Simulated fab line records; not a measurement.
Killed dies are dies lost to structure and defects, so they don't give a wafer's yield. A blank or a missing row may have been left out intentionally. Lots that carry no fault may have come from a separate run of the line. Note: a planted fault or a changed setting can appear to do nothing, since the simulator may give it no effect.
Comparing a struck lot with a sound one / flow nand-harc / 15 out of 1302 route steps
Sound: the wafers L580.2, L580.3, L580.5. Wafers struck: L593.3, L593.5, L593.6. Last of all comes the cause.
Each step with rows lists, per side, the tool, then ch with its chambers, then its first start. Under that, the readings that differ: sound wafers / struck wafers / difference of the means / sigmas: that difference in standard deviations of wafers without a fault.
alike: a reading whose means differ by less than 2 such deviations, as well as words and numbers matching on both sides. not compared: withheld readings; readings where some wafer has no value; bounds like >300 that might hide an equal value; numbers whose values overlap and for which the record gives no deviation.
A row with sigmas, a row that says differs or no value, or rows on one side alone: a step with any of these is where the two part. When numbers do not overlap yet have no deviation, they are printed without sigmas and do not part them. Lack of a reading on every wafer of one side parts them only where that side has two or more wafers.

NHARC_A_CHANNEL_FILL_D2_ALD_03: deposits SiNx, target thk 6 nm, pulse time 60 s, ald cycles 58.
  sound on ald-sin-batch-03 ch 0; struck on ald-sin-batch-01 ch 0
  alike: precursor-pulse-height-rel
NHARC_A_CHANNEL_FILL_D2_ALD_14: deposits SiO2, target thk 2.5 nm, pulse time 10 s, ald cycles 25.
  sound on ald-hk-04 ch 2,3, day 13 18:06; struck on ald-hk-04 ch 0,1,3, day 19 18:11
  alike: heater-power-outer-w, heater-power-w, precursor-pulse-height-rel
then, 1 step without rows for these wafers: NHARC_A_CHANNEL_FILL_D2_ALD_15 (deposits SiNx, target thk 2 nm, pulse time 60 s, ald cycles 19).
NHARC_A_CHANNEL_FILL_D2_ALD_16: deposits SiO2, target thk 1.5 nm, pulse time 10 s, ald cycles 15.
  sound on ald-hk-02 ch 2,3, day 13 23:14; struck on ald-hk-04 ch 0,1,2, day 19 23:08
  alike: heater-power-outer-w, heater-power-w, precursor-pulse-height-rel
then, 2 steps without rows for these wafers: NHARC_A_CHANNEL_FILL_D2_ANNEAL_17 (time 1800 s); NHARC_A_CHANNEL_FILL_D2_CVD_18 (deposits poly-Si, target thk 3 nm).
NHARC_A_CHANNEL_FILL_D2_ETCHBACK_19: etches the open film in HBr/Cl2, target depth 5 nm, time 1.7 s.
  sound on rie-si-03 ch 1,3, day 14 14:07; struck on rie-si-05 ch 0,1,3, day 20 10:32
  alike: drypump-motor-current-A, he-backside-leak-sccm, oes-product-au, throttle-valve-pct
  not compared: rf-hours-counter-h
then, 1 step without rows for these wafers: NHARC_A_CHANNEL_FILL_D2_ETCHBACK_20 (etches the open film in C4F8/O2/Ar, target depth 27 nm, time 13.5 s).
NHARC_A_CHANNEL_FILL_D2_STRIP_28: strips in O2, time 20 s.
  sound on rie-diel-02 ch 0,1,2, day 14 14:21; struck on rie-diel-13 ch 0,3, day 20 10:44
  alike: drypump-motor-current-A, oes-product-au, rf-vpp-V, showerhead-plenum-p-Torr, throttle-valve-pct
  not compared: rf-hours-counter-h
then, 3 steps without rows for these wafers: NHARC_A_CHANNEL_FILL_D2_PRECLEAN_21 (cleans in dHF, time 30 s); NHARC_A_CHANNEL_FILL_D2_SRD_23; NHARC_A_CHANNEL_FILL_D2_CVD_05 (deposits poly-Si, target thk 5 nm).
NHARC_A_CHANNEL_FILL_D2_ANNEAL_22: time 7200 s.
  sound on furnace-01 ch 0, day 14 22:08; struck on furnace-06 ch 0, day 20 18:27
reading=spike-tc-bottom-C (C); sound=640.4 641.8 641.5; struck=665.8 665.6 666.0; difference=+24.6; sigmas=+11
reading=spike-tc-centre-C (C); sound=619.2 620.8 620.3; struck=648.3 647.0 648.1; difference=+27.7; sigmas=+28
reading=spike-tc-lower-C (C); sound=619.7 620.3 622.6; struck=644.3 646.3 647.6; difference=+25.2; sigmas=+21
reading=spike-tc-top-C (C); sound=635.7 635.8 635.8; struck=663.6 662.2 662.2; difference=+26.9; sigmas=+22
reading=spike-tc-upper-C (C); sound=619.2 619.0 620.9; struck=649.0 648.5 648.9; difference=+29.1; sigmas=+19
reading=tube-center-temp-C (C); sound=620.05 620.03 620; struck=647.69 647.58 647.52; difference=+27.57; sigmas=+99 or more
reading=tube_center_temp_C_max; sound=621.54 621.48 621.66; struck=649.26 649.10 648.92; difference=+27.53; sigmas=+99 or more
reading=zone-power-bottom-pct (%); sound=15.68 15.36 15.37; struck=16.43 16.60 16.58; difference=+1.07; sigmas=+4
  alike: zone-power-top-pct
NHARC_A_CHANNEL_FILL_D2_THK_MEAS_06: measures by ellipsometry.
  struck on film-metro-01, day 20 22:27; sound on film-metro-01, day 15 02:09
  alike: thk-nm
-- break in the record here, with 9 days between the starts of the struck wafers on either side (left off in module A_CHANNEL_FILL_D2, picked up again in module END, where the first step shown is number 1302 on the route) --
NHARC_END_SORT_01:
  only the struck wafers appear in the record here, on prober-02 ch 0 at day 30 03:38; the sound ones have no rows

## WHERE THEY PART
Earliest at NHARC_A_CHANNEL_FILL_D2_ANNEAL_22; latest, in this record, at NHARC_END_SORT_01.

WHY: whatever the simulator had introduced
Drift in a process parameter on furnace-06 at NHARC_A_CHANNEL_FILL_D2_ANNEAL_22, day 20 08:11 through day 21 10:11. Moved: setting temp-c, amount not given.
